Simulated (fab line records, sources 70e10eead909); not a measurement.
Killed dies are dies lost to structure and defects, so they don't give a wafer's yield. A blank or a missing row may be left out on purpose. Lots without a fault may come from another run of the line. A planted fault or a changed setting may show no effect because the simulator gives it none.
A struck lot beside a sound one | flow nand_harc | 13 steps out of a route of 1302
Sound: wafers L505.1, L505.3, L505.4. Struck: wafers L514.2, L514.3, L514.6. The cause comes at the end.
At each step with rows: each side's tool, then ch and its chambers, then its first start. Under that, the readings that differ: sound wafers | struck wafers | difference of the means | sigmas: that difference in standard deviations of wafers without a fault.
alike: readings whose means differ by less than 2 such deviations, and words and numbers that are the same on both sides. not compared: withheld readings, readings that some wafer has no value for, bounds like >300 that may hide the same value, and numbers for which the record gives no deviation and whose values overlap.
The two part at a step that has a row with sigmas, a row that says differs or no value, or rows on one side only. Numbers that don't overlap but have no deviation are shown without sigmas and don't part them. A reading that every wafer of one side lacks parts them only if that side has two wafers or more.

first, 1 step without rows for these wafers: NHARC_A_CONTACT_SRD_22.
NHARC_A_CONTACT_INSPECT_23:
  sound on defect_inspect-01, day 23 03:25; struck on defect_inspect-01, day 27 09:56
  alike: raw_defect_count
then, 9 steps without rows for these wafers: NHARC_A_BLC_DEHYDRATE_00 (time 120 s); NHARC_A_BLC_HMDS_01 (time 30 s); NHARC_A_BLC_COAT_02 (time 75 s); NHARC_A_BLC_COAT_03 (time 65 s); NHARC_A_BLC_COAT_04 (resist thk 90 nm); NHARC_A_BLC_SOFTBAKE_05 (time 55 s); NHARC_A_BLC_EBR_06; NHARC_A_BLC_EXPOSE_07 (exposes mask A BLC, target cd 100 nm); NHARC_A_BLC_PEB_08 (peb time 65 s).
NHARC_A_BLC_DEVELOP_09: develop time 35 s.
  sound on litho_track-01 ch 0, day 23 03:00; struck on litho_track-01, day 27 10:00
  no value came back on the struck wafers for chill_plate_temp_C (C), develop_time_s (s); on the sound wafers chill_plate_temp_C (C) reads 22.92 23.04 22.92
NHARC_A_BLC_CD_MEAS_10: target cd 100 nm.
  sound on cd_sem-03 ch 0, day 23 03:55; struck on cd_sem-02 ch 0, day 27 10:20
  reading    | sound          | struck | difference                    | sigmas
  cd_nm (nm) | 99.6 99.2 99.7 | - - -  | no value on the struck wafers |

WHERE THEY PART
First at NHARC_A_BLC_DEVELOP_09; last, within this record, at NHARC_A_BLC_CD_MEAS_10.

WHY: what the simulator had put in
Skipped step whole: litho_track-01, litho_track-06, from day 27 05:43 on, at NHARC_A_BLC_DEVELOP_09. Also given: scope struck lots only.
